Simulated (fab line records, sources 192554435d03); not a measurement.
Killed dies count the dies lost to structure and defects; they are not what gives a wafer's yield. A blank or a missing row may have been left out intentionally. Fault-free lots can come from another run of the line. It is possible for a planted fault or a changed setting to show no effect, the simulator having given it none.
Split-lot trial + flow n5Finfet + route with 1938 steps; 7 lots, 21 wafers read

== ABOUT THE SPLIT ==
At N5_BEOL_M12_COAT_66 (time 60 s, resist thk 110 nm), the setting spinRpm was moved away from the recipe's 1500 rpm on 10 of the 21 wafers read, by -10.0% to +10.6%. This setting was run at the recipe's value on the other wafers.

== FROM THE SPLIT TO THE READING: what the file shows between them, 4 steps ==
- N5_BEOL_M12_COAT_22: resist thk 300 nm
- N5_BEOL_M12_EBR_24
- N5_BEOL_M12_DESCUM_33: chemistry O2, time 7.9 s
- N5_BEOL_M12_ETCH_67: etches SiARC in CF4, target depth 143 nm, time 238.3 s

== THE READING ==
SiARC_of_BEOL_M12_COAT_66.thkNm (the simulator's own value, which no gauge read), in nm, at N5_BEOL_M12_ETCH_68 (etches SOC in N2/H2, time 285 s). There is no usual value for it anywhere in the file. The 11 wafers here that ran the recipe average 86.1 nm, standard deviation 0.5 nm.

| wafer  | tool, chamber at the split | spinRpm as run, rpm | against the recipe | SiARC_of_BEOL_M12_COAT_66.thkNm, nm | against lot-mates on the recipe |
|--------|----------------------------|---------------------|--------------------|-------------------------------------|---------------------------------|
| L077.2 | lithoTrack-05, 0           | 1622                | +8.1%              | 82.6                                | -4.0                            |
| L077.5 | lithoTrack-05, 0           | 1500                | recipe             | 86.6                                | -                               |
| L077.6 | lithoTrack-05, 0           | 1622                | +8.1%              | 83.2                                | -3.4                            |
| L076.2 | lithoTrack-02, 0           | 1500                | recipe             | 86                                  | -                               |
| L076.6 | lithoTrack-02, 0           | 1500                | recipe             | 86                                  | -                               |
| L076.3 | lithoTrack-02, 0           | 1500                | recipe             | 85.8                                | -                               |
| L086.1 | lithoTrack-05, 0           | 1500                | recipe             | 86.4                                | -                               |
| L086.3 | lithoTrack-05, 0           | 1632                | +8.8%              | 81                                  | -5.3                            |
| L086.5 | lithoTrack-05, 0           | 1500                | recipe             | 86.2                                | -                               |
| L084.2 | lithoTrack-02, 0           | 1500                | recipe             | 86.6                                | -                               |
| L084.4 | lithoTrack-02, 0           | 1354                | -9.7%              | 92.2                                | +5.6                            |
| L084.6 | lithoTrack-02, 0           | 1354                | -9.7%              | 91.4                                | +4.8                            |
| L087.1 | lithoTrack-05, 0           | 1500                | recipe             | 85.8                                | -                               |
| L087.2 | lithoTrack-05, 0           | 1350                | -10.0%             | 92.6                                | +6.8                            |
| L087.5 | lithoTrack-05, 0           | 1350                | -10.0%             | 91.8                                | +6.0                            |
| L096.3 | lithoTrack-04, 0           | 1642                | +9.5%              | 81.6                                | -3.8                            |
| L096.4 | lithoTrack-04, 0           | 1500                | recipe             | 85.4                                | -                               |
| L096.6 | lithoTrack-04, 0           | 1642                | +9.5%              | 80.4                                | -5.0                            |
| L094.1 | lithoTrack-05, 0           | 1500                | recipe             | 85.6                                | -                               |
| L094.5 | lithoTrack-05, 0           | 1659                | +10.6%             | 79.8                                | -6.6                            |
| L094.6 | lithoTrack-05, 0           | 1500                | recipe             | 87.2                                | -                               |

THE FIT
A straight line over all 21 wafers: SiARC_of_BEOL_M12_COAT_66.thkNm changes by -0.557 nm for each +1% of spinRpm; r = -0.99; the points scatter about the line by 0.64 nm.
The same after taking each lot's own level away (the mean of its wafers on the recipe; 21 wafers): -0.552 nm for each +1%; r = -0.99; scatter 0.62 nm.
According to that fit, moving spinRpm by its largest amount changes the reading by 5.9 nm.
Across the lots, their own levels run from 85.40 to 86.60 nm, a range of 2.4 times the standard deviation given above.
Hence the lot-to-lot level has little effect on the slope; both slopes agree.
Check: with one of the wafers moved furthest among these (+10.6%) left out of the fit, the line predicts -5.52 nm for it against its lot-mates. It came out at -6.6 nm against them.

== THE WHOLE CHAIN: every reading that the file lists as answering this split, in the file's order ==
| step                | what it does                                           | reading                                                                          | change (the file's fit)               | r (the file's) |
|---------------------|--------------------------------------------------------|----------------------------------------------------------------------------------|---------------------------------------|----------------|
| N5_BEOL_M12_COAT_66 | time 60 s, resist thk 110 nm                           | SiARC_of_BEOL_M12_COAT_66.thkNm (the simulator's own value, which no gauge read) | -0.54 nm for each +1% of the setting  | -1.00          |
| N5_BEOL_M12_ETCH_67 | etches SiARC in CF4, target depth 143 nm, time 238.3 s | etch.depthNm (the simulator's own value, which no gauge read)                    | -0.54 nm for each +1% of the setting  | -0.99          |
| N5_BEOL_M12_ETCH_67 | etches SiARC in CF4, target depth 143 nm, time 238.3 s | coat_of_BEOL_M12_COAT_22.thkNm (the simulator's own value, which no gauge read)  | +0.322 nm for each +1% of the setting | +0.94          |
| N5_BEOL_M12_ETCH_68 | etches SOC in N2/H2, time 285 s                        | SiARC_of_BEOL_M12_COAT_66.thkNm (the simulator's own value, which no gauge read) | -0.561 nm for each +1% of the setting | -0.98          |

== FILE'S OWN FIT ==
SiARC_of_BEOL_M12_COAT_66.thkNm changes by -0.561 nm for each +1% of spinRpm, r = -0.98.
